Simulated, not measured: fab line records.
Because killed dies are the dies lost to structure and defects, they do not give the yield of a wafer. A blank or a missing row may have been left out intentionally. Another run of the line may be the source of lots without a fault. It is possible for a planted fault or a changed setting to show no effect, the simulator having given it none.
fab line records ; flow nand-harc
record: lots: 12; wafers: 36; last-day: 33
route steps=1302 shown A_CHANNEL_FILL_D1@501 A_ONON_D2@560 END@1302
lots that met no fault: taken from a fault-free run of the same line
start-h: hours from the record's opening day to when the first of the lot's shown wafers began ; wait-h: hours since the lot's step before ; " identical to the entry in the row above ; L1.1+2: a single row standing in for several wafers ; - no value, or no start was given ; * or withheld: withheld ; < > ~ a bound
route shown NAME@n: a module of which the file shows steps, and the number in the route of the first ; usual: mean and standard deviation over wafers with no fault ; same: alike in all rows ; chamber/n: place in a boat ; sites: the reading at each site ; _std_site: the values' standard deviation ; _edge_site: the outer-site mean with the inner-site mean subtracted ; radius-mm: for every site, how far away it sits from the centre of the wafer ; mask NAME#n: copy n ; behind: the most recent tool/chamber to have shaped the wafer ; hold: cause of the lot's hold/its duration in hours/its outcome ; device: the transistor (n, p or np) that didn't switch ; end of line: tests run on the same wafers once the route is complete ; a step without rows: its recipe alone ; killed: dies lost to structure and defects at the first sort, not the wafer's yield ; map: shows each die of a wafer: x if killed, . if not, _ if none is there
set.NAME: setting as actually run; set.NAME@STEP: the setting as run at that earlier step ; model.NAME: the simulator's own value behind a step, which no gauge read
steps of the route over a sample of lots; a table a step, a row a wafer
services: a tool's chamber out of use, with start hour (start-h, from the record's first day; less than 0 if before it), hours out, and reason
== steps ==
step: NHARC_A_CHANNEL_FILL_D1_STRIP_28
recipe: time-s: 20; o2-flow-sccm: 500; ar-flow-sccm: 0; bias-w: 0; chemistry: O2
usual: drypump-motor-current-A: 5.8/0.46; mfc-ar-sccm: 0.010/0.012; oes-product-au: 0.994/0.013; rf-vpp-V: 57.7/1; showerhead-plenum-p-Torr: 3.49/0.15; throttle-valve-pct: 17.036/0.0093
same: bias-w: 0
lot.wafer;tool;chamber;start-h;wait-h;drypump-motor-current-A;mfc-ar-sccm;oes-product-au;rf-hours-counter-h;rf-vpp-V;showerhead-plenum-p-Torr;throttle-valve-pct
L450.4;rie-diel-09;2;231.31;0.1;5.7;0.026;0.983;4.5;57.0;3.45;17.039
L450.1;rie-diel-09;0;231.31;0.1;6.4;0;0.999;4.7;56.7;3.44;17.044
L450.6;rie-diel-09;2;231.31;0.1;5.7;0.026;0.992;-;58.1;3.45;17.016
L451.2;rie-diel-07;2;231.32;0.1;5.1;0.020;0.983;4.3;59.9;3.72;17.039
L451.6;rie-diel-07;0;231.32;0.1;5.3;0.008;0.985;-;56.9;3.34;17.045
L451.5;rie-diel-07;1;231.32;0.1;6.3;0;1.001;-;58.6;3.38;17.035
L452.2;rie-diel-09;1;238.80;0.1;5.2;0.002;1.004;4.8;57.0;3.30;17.033
L452.5;rie-diel-09;0;238.80;0.1;6.4;0;0.998;-;57.1;3.44;17.030
L452.6;rie-diel-09;1;238.80;0.1;5.2;0.002;1.011;-;57.7;3.30;17.033
L453.2;rie-diel-05;3;250.83;0.1;6.0;0;0.993;0.6;58.2;3.61;17.041
L453.4;rie-diel-05;3;250.83;0.1;6.0;0;0.994;-;57.8;3.61;17.030
L453.6;rie-diel-05;0;250.83;0.1;5.4;0.015;0.977;-;57.1;3.60;17.025
L454.3;rie-diel-05;3;256.75;0.1;6.0;0;0.986;0.7;57.0;3.61;17.022
L454.6;rie-diel-05;2;256.75;0.1;6.2;0;1.008;-;56.7;3.32;17.036
L454.4;rie-diel-05;3;256.75;0.1;6.0;0;0.995;-;58.9;3.61;17.031
L458.1;rie-diel-09;3;283.17;0.1;6.0;0.037;0.987;6.4;57.9;3.72;17.020
L458.2;rie-diel-09;0;283.17;0.1;6.4;0;1.015;6.8;57.9;3.44;17.032
L458.5;rie-diel-09;3;283.17;0.1;6.0;0.037;0.983;-;58.0;3.72;17.039
L459.2;rie-diel-05;2;311.18;0.1;6.2;0;1.000;3.9;57.5;3.32;17.036
L459.4;rie-diel-05;3;311.18;0.1;6.0;0;0.994;4.2;57.6;3.60;17.044
L459.5;rie-diel-05;2;311.18;0.1;6.2;0;0.990;-;56.6;3.32;17.037
L467.1;rie-diel-05;1;391.04;0.1;6.2;0.006;1.019;6.6;57.5;3.61;17.025
L467.3;rie-diel-05;2;391.04;0.1;6.2;0;1.003;7.8;55.4;3.31;17.025
L467.2;rie-diel-05;3;391.04;0.1;6.0;0;0.997;7.8;59.9;3.60;17.046
L466.3;rie-diel-07;2;391.06;0.1;5.1;0.020;0.999;4.5;59.0;3.72;17.051
L466.2;rie-diel-07;0;391.06;0.1;5.3;0.008;0.996;4.5;57.1;3.33;17.032
L466.6;rie-diel-07;3;391.06;0.1;6.5;0;0.993;-;57.8;3.39;17.031
L468.4;rie-diel-05;3;397.77;0.1;6.1;0;0.997;7.8;59.3;3.60;17.043
L468.6;rie-diel-05;2;397.77;0.1;6.2;0;1.007;-;58.9;3.31;17.040
L468.5;rie-diel-05;3;397.77;0.1;6.0;0;0.996;-;57.8;3.60;17.033
L470.3;rie-diel-09;2;430.84;0.1;5.7;0.026;0.957;6.9;58.3;3.44;17.062
L470.1;rie-diel-09;3;430.84;0.1;6.0;0.037;0.991;7.7;58.3;3.71;17.046
L470.4;rie-diel-09;2;430.84;0.1;5.7;0.026;0.962;-;57.9;3.44;17.044
L473.1;rie-diel-07;2;443.61;0.1;5.0;0.020;0.990;7.3;58.9;3.72;17.041
L473.2;rie-diel-07;3;443.61;0.1;6.5;0;0.989;6.2;56.5;3.39;17.054
L473.5;rie-diel-07;2;443.61;0.1;5.1;0.020;1.003;-;58.9;3.72;17.037
step: NHARC_A_CHANNEL_FILL_D1_INSPECT_13
usual: raw-defect-count: 310/94
lot.wafer;tool;chamber;start-h;wait-h;raw-defect-count
L450.1;defect-inspect-02;-;254.96;0.0;292
L450.4;defect-inspect-02;-;254.96;0.0;315
L450.6;defect-inspect-02;-;254.96;0.0;323
L451.2;defect-inspect-01;-;254.97;0.0;273
L451.5;defect-inspect-01;-;254.97;0.0;337
L451.6;defect-inspect-01;-;254.97;0.0;290
L452.2;defect-inspect-02;-;262.44;0.0;248
L452.5;defect-inspect-02;-;262.44;0.0;234
L452.6;defect-inspect-02;-;262.44;0.0;275
L453.2;defect-inspect-01;-;274.16;0.0;361
L453.4;defect-inspect-01;-;274.16;0.0;523
L453.6;defect-inspect-01;-;274.16;0.0;281
L454.3;defect-inspect-02;-;280.33;0.0;336
L454.4;defect-inspect-02;-;280.33;0.0;411
L454.6;defect-inspect-02;-;280.33;0.0;450
L458.1;defect-inspect-01;-;306.63;0.0;253
L458.2;defect-inspect-01;-;306.63;0.0;224
L458.5;defect-inspect-01;-;306.63;0.0;229
L459.2;defect-inspect-01;-;336.20;0.0;527
L459.4;defect-inspect-01;-;336.20;0.0;432
L459.5;defect-inspect-01;-;336.20;0.0;465
L467.1;defect-inspect-02;-;414.68;0.0;272
L467.2;defect-inspect-02;-;414.68;0.0;323
L467.3;defect-inspect-02;-;414.68;0.0;308
L466.2;defect-inspect-01;-;414.68;0.0;497
L466.3;defect-inspect-01;-;414.68;0.0;339
L466.6;defect-inspect-01;-;414.68;0.0;211
L468.4;defect-inspect-01;-;421.67;0.0;241
L468.5;defect-inspect-01;-;421.67;0.0;465
L468.6;defect-inspect-01;-;421.67;0.0;455
L470.1;defect-inspect-02;-;454.59;0.0;279
L470.3;defect-inspect-02;-;454.59;0.0;356
L470.4;defect-inspect-02;-;454.59;0.0;212
L473.1;defect-inspect-02;-;467.63;0.0;253
L473.2;defect-inspect-02;-;467.63;0.0;244
L473.5;defect-inspect-02;-;467.63;0.0;169
step: NHARC_A_ONON_D2_DEP_22
recipe: target-thk-a: 10000; n2-flow-sccm: 2750; n2o-flow-sccm: 2000; nh3-flow-sccm: 500; sih4-flow-sccm: 210; temp-c: 400
usual: n2-flow-sccm: 2749/7.6; n2o-flow-sccm: 2001/5.5
lot.wafer;tool;chamber;start-h;wait-h;n2-flow-sccm;n2o-flow-sccm
L450.1;pecvd-onon-01;0;299.10;0.1;2750;1996
L450.4;pecvd-onon-01;0;299.10;0.1;2766;2005
L450.6;pecvd-onon-01;0;299.10;0.1;2744;1999
L451.2;pecvd-onon-04;0;299.15;0.1;2744;1993
L451.5;pecvd-onon-04;0;299.15;0.1;2738;1995
L451.6;pecvd-onon-04;0;299.15;0.1;2756;1993
L452.2;pecvd-onon-02;0;304.69;0.1;2746;2001
L452.5;pecvd-onon-02;0;304.69;0.1;2750;1995
L452.6;pecvd-onon-02;0;304.69;0.1;2742;1986
L453.2;pecvd-onon-04;0;329.07;0.1;2752;2011
L453.4;pecvd-onon-04;0;329.07;0.1;2756;1999
L453.6;pecvd-onon-04;0;329.07;0.1;2739;2011
L454.3;pecvd-onon-01;0;329.20;0.2;2749;1999
L454.4;pecvd-onon-01;0;329.20;0.2;2749;1999
L454.6;pecvd-onon-01;0;329.20;0.2;2761;1998
L458.1;pecvd-onon-01;-;350.30;0.1;-;-
L458.2;pecvd-onon-01;-;350.30;0.1;-;-
L458.5;pecvd-onon-01;-;350.30;0.1;-;-
L459.2;pecvd-onon-04;-;384.24;0.1;-;-
L459.4;pecvd-onon-04;-;384.24;0.1;-;-
L459.5;pecvd-onon-04;-;384.24;0.1;-;-
L467.1;pecvd-onon-04;0;466.19;0.1;2744;2005
L467.2;pecvd-onon-04;0;466.19;0.1;2734;1995
L467.3;pecvd-onon-04;0;466.19;0.1;2742;1994
L466.2;pecvd-onon-01;0;466.25;0.1;2743;2003
L466.3;pecvd-onon-01;0;466.25;0.1;2747;2001
L466.6;pecvd-onon-01;0;466.25;0.1;2736;2003
L468.4;pecvd-onon-02;0;466.50;0.4;2747;1994
L468.5;pecvd-onon-02;0;466.50;0.4;2759;1998
L468.6;pecvd-onon-02;0;466.50;0.4;2752;1996
L470.1;pecvd-onon-01;0;496.49;0.1;2747;2002
L470.3;pecvd-onon-01;0;496.49;0.1;2743;1995
L470.4;pecvd-onon-01;0;496.49;0.1;2750;1992
L473.1;pecvd-onon-04;0;516.87;0.1;2743;2000
L473.2;pecvd-onon-04;0;516.87;0.1;2743;1999
L473.5;pecvd-onon-04;0;516.87;0.1;2753;2002
step: NHARC_A_ONON_D2_DEP_33
recipe: target-thk-a: 2000; temp-c: 400; pressure-torr: 6.5; rf-w: 900; teos-flow-sccm: 161.4; flow-sccm: 2650; target-thk-nm: 200; gas: O2; material: SiO2
usual: chamber-pressure-Torr: 6.501/0.015; flow-sccm: 2650/7.9; heater-power-w: 546/99; mfc-precursor-sccm: 161.4/0.44; throttle-valve-pct: 15.9/0.4
lot.wafer;tool;chamber;start-h;wait-h;chamber-pressure-Torr;flow-sccm;heater-power-w;mfc-precursor-sccm;throttle-valve-pct
L451.2;pecvd-01;1;301.00;0.3;6.501;2640;548;161.5;16.3
L451.5;pecvd-01;1;301.00;0.3;6.522;2666;574;161.2;16.3
L451.6;pecvd-01;0;301.00;0.3;6.494;2639;639;160.9;16.4
L450.1;pecvd-03;2;301.05;0.3;6.513;2651;533;161.0;16.5
L450.6;pecvd-03;0;301.05;0.3;6.508;2646;384;161.1;15.5
L450.4;pecvd-03;1;301.05;0.3;6.511;2646;629;161.4;16.5
L452.2;pecvd-03;2;306.42;0.1;6.516;2655;485;160.8;16.9
L452.5;pecvd-03;1;306.42;0.1;6.480;2648;647;161.6;16.5
L452.6;pecvd-03;2;306.42;0.1;6.489;2653;516;161.4;16.6
L453.2;pecvd-02;0;330.74;0.1;6.510;2643;649;162.2;16.3
L453.4;pecvd-02;0;330.74;0.1;6.526;2649;617;161.2;16.2
L453.6;pecvd-02;1;330.74;0.1;6.506;2648;502;161.0;16.2
L454.3;pecvd-03;2;330.78;0.1;6.479;2663;587;161.5;16.6
L454.4;pecvd-03;0;330.78;0.1;6.514;2649;394;161.5;15.7
L454.6;pecvd-03;1;330.78;0.1;6.482;2655;538;161.4;16.5
L458.1;pecvd-02;2;352.02;0.1;6.490;2655;486;161.1;15.8
L458.2;pecvd-02;0;352.02;0.1;6.487;2649;556;161.8;16.3
L458.5;pecvd-02;1;352.02;0.1;6.500;2645;557;161.6;16.5
L459.2;pecvd-03;1;385.97;0.1;6.514;2650;633;162.4;15.7
L459.5;pecvd-03;2;385.97;0.1;6.500;2651;560;161.4;15.9
L459.4;pecvd-03;1;385.97;0.1;6.494;2648;483;162.1;15.6
L466.2;pecvd-03;2;467.93;0.1;6.516;2661;572;161.9;16.2
L466.3;pecvd-03;0;467.93;0.1;6.486;2666;436;160.9;15.6
L466.6;pecvd-03;0;467.93;0.1;6.494;2649;442;161.0;15.3
L467.2;pecvd-01;2;467.97;0.1;6.466;2645;494;162.2;15.6
L467.1;pecvd-01;0;467.97;0.1;6.497;2653;761;161.8;15.8
L467.3;pecvd-01;1;467.97;0.1;6.472;2649;576;161.7;16.2
L468.4;pecvd-03;1;468.29;0.3;6.511;2646;642;161.8;15.7
L468.5;pecvd-03;2;468.29;0.3;6.497;2657;497;162.3;16.3
L468.6;pecvd-03;0;468.29;0.3;6.494;2635;419;161.2;15.7
L470.3;pecvd-03;2;498.19;0.1;6.482;2650;558;162.0;16.3
L470.1;pecvd-03;1;498.19;0.1;6.529;2651;630;162.0;15.6
L470.4;pecvd-03;1;498.19;0.1;6.495;2664;472;161.4;15.5
L473.1;pecvd-01;1;518.58;0.1;6.487;2658;550;161.5;15.8
L473.2;pecvd-01;0;518.58;0.1;6.511;2650;665;161.4;15.8
L473.5;pecvd-01;2;518.58;0.1;6.493;2662;452;161.1;15.7
step: NHARC_END_SORT_01
recipe: temp-c: 25
usual: killed-at-array: 61/24; killed-at-other: 1.2/1.3; killed-at-periphery: 3.7/2.6; killed-dies: 66/23; killed-open: 3.3/1.8; killed-short: 2.4/1.6
same: gross-dies: 677
lot.wafer;tool;chamber;start-h;wait-h;killed-at-array;killed-at-other;killed-at-periphery;killed-dies;killed-open;killed-short
L458.1;prober-01;0;622.06;2.5;669;0;8;677;2;6
L458.2;prober-01;0;622.85;2.8;669;1;7;677;3;5
L458.5;prober-01;0;625.24;3.7;671;0;6;677;3;6
L459.2;prober-01;0;657.28;2.8;674;0;3;677;2;3
L459.4;prober-01;0;658.88;3.4;671;3;3;677;2;1
L459.5;prober-01;0;659.68;3.7;672;1;4;677;5;1
L466.2;prober-02;0;750.81;2.8;70;0;3;73;3;0
L466.6;prober-02;0;754.08;4.1;75;0;6;81;0;5
killed by level:class
L458.1 A_ONON_D2:area-dep=552 A_CHANNEL_HOLE_D2:chamber-film-flake=39 A_CHANNEL_HOLE_D1:chamber-film-flake=39 A_SLIT:chamber-film-flake=28 P_BONDPAD:chamber-film-flake=4 A_WL_FILL:geometric-particle:short=3 A_CONTACT:chamber-film-flake=3 P_CONTACT:geometric-particle:short=1
L458.2 A_ONON_D2:area-dep=562 A_CHANNEL_HOLE_D2:chamber-film-flake=34 A_CHANNEL_HOLE_D1:chamber-film-flake=31 A_SLIT:chamber-film-flake=29 P_BONDPAD:chamber-film-flake=3 A_WL_FILL:chamber-film-flake=3 A_CONTACT:chamber-film-flake=3 P_M0:geometric-particle:short=2
L458.5 A_ONON_D2:area-dep=565 A_CHANNEL_HOLE_D2:chamber-film-flake=35 A_CHANNEL_HOLE_D1:chamber-film-flake=34 A_SLIT:chamber-film-flake=23 A_CONTACT:chamber-film-flake=3 A_CHANNEL_FILL_D2:geometric-particle:short=2 P_ZERO_WELL:chamber-film-flake=2 P_BONDPAD:chamber-film-flake=2
L459.2 A_ONON_D2:area-dep=618 A_SLIT:chamber-film-flake=29 A_CHANNEL_HOLE_D2:chamber-film-flake=13 A_CHANNEL_HOLE_D1:chamber-film-flake=5 A_DECK1_JOINT:geometric-particle:short=2 P_ZERO_WELL:chamber-film-flake=2 A_CONTACT:chamber-film-flake=2 P_M0:geometric-particle:open=1
L459.4 A_ONON_D2:area-dep=614 A_SLIT:chamber-film-flake=34 A_CHANNEL_HOLE_D2:chamber-film-flake=16 THIN_TSV:chamber-film-flake=3 P_STI:chamber-film-flake=2 A_CHANNEL_HOLE_D1:chamber-film-flake=2 P_M1:geometric-particle:open=1 A_CHANNEL_FILL_D1:geometric-particle:open=1
L459.5 A_ONON_D2:area-dep=620 A_SLIT:chamber-film-flake=30 A_CHANNEL_HOLE_D2:chamber-film-flake=12 A_ZERO_WELL:chamber-film-flake=3 A_CHANNEL_FILL_D2:geometric-particle:open=2 P_GATE:chamber-film-flake=2 P_M0:geometric-particle:open=1 A_DECK1_JOINT:geometric-particle:open=1
L466.2 A_CHANNEL_HOLE_D1:chamber-film-flake=32 A_CHANNEL_HOLE_D2:chamber-film-flake=28 A_SLIT:chamber-film-flake=6 P_CONTACT:geometric-particle:open=2 A_BONDPAD:chamber-film-flake=2 A_ONON_D1:geometric-particle:open=1 P_M2:chamber-film-flake=1 A_CONTACT:chamber-film-flake=1
L466.6 A_CHANNEL_HOLE_D1:chamber-film-flake=32 A_CHANNEL_HOLE_D2:chamber-film-flake=28 A_SLIT:chamber-film-flake=4 P_M2:chamber-film-flake=3 P_STI:chamber-film-flake=2 A_CONTACT:chamber-film-flake=2 A_BONDPAD:chamber-film-flake=2 A_SOURCE_PLATE:geometric-particle:short=1
== services ==
tool;chamber;start-h;hours;kind
rie-diel-05;-;229.92;9.0;pm
rie-diel-09;3;236.07;9.1;repair
rie-diel-05;1;239.71;17.7;repair
rie-diel-05;2;244.97;7.2;repair
pecvd-onon-01;-;269.00;13.0;pm
rie-diel-05;0;292.92;1.4;repair
rie-diel-09;2;301.39;10.6;repair
pecvd-onon-04;-;311.00;13.0;pm
rie-diel-09;0;314.66;13.8;repair
rie-diel-09;-;315.64;0.3;repair
rie-diel-09;-;320.10;9.0;pm
rie-diel-05;1;345.34;7.7;repair
rie-diel-05;2;363.08;10.3;repair
pecvd-03;1;364.23;11.0;repair
pecvd-03;-;366.05;13.0;pm
rie-diel-05;0;394.00;1.4;repair
rie-diel-05;-;406.92;9.0;pm
rie-diel-09;0;429.43;9.9;repair
rie-diel-09;1;443.07;11.5;repair
pecvd-onon-01;-;450.00;13.0;pm
rie-diel-05;-;451.09;2.2;repair
rie-diel-05;3;478.71;5.3;repair
pecvd-03;-;486.06;0.6;repair
pecvd-onon-04;-;492.00;13.0;pm
== key ==
first-sign: step: NHARC_A_ONON_D2_DEP_22; reading: tool-record; direction: missing
effect: step: NHARC_END_SORT_01; reading: killed-dies; direction: up; sigmas: 27; usual: 66; struck: 677
more-kills-born-at: NHARC_A_ONON_D2_DEP_22@pecvd-onon-04: 1852; NHARC_A_ONON_D2_DEP_22@pecvd-onon-01: 1679
met-at NHARC_A_ONON_D2_DEP_22
struck-lots L458,L459
later-rows-left-out L458.1,L458.2,L458.5,L459.2,L459.4,L459.5
tester-left-out L458,L459
not-acting-at NHARC_A_CHANNEL_FILL_D1_STRIP_28,NHARC_A_CHANNEL_FILL_D1_INSPECT_13,NHARC_A_ONON_D2_DEP_33
onset-between 329.20 350.30
fault: kind: skipped-step-whole; tool: pecvd-onon-01,pecvd-onon-04; chamber: -; onset-h: 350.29; steps: NHARC_A_ONON_D2_DEP_22; scope: struck-lots-only
tester-left-out: of these lots the tester's yield and bins aren't shown, on N5 and GAA mostly nor the transistor test; their killed dies are dies lost to structure and defects alone, not to doping, threshold or leakage, so they don't give the yield
later-rows-left-out: the simulator's readings of these wafers behind a module that went badly wrong aren't trusted and aren't shown, but for the sort
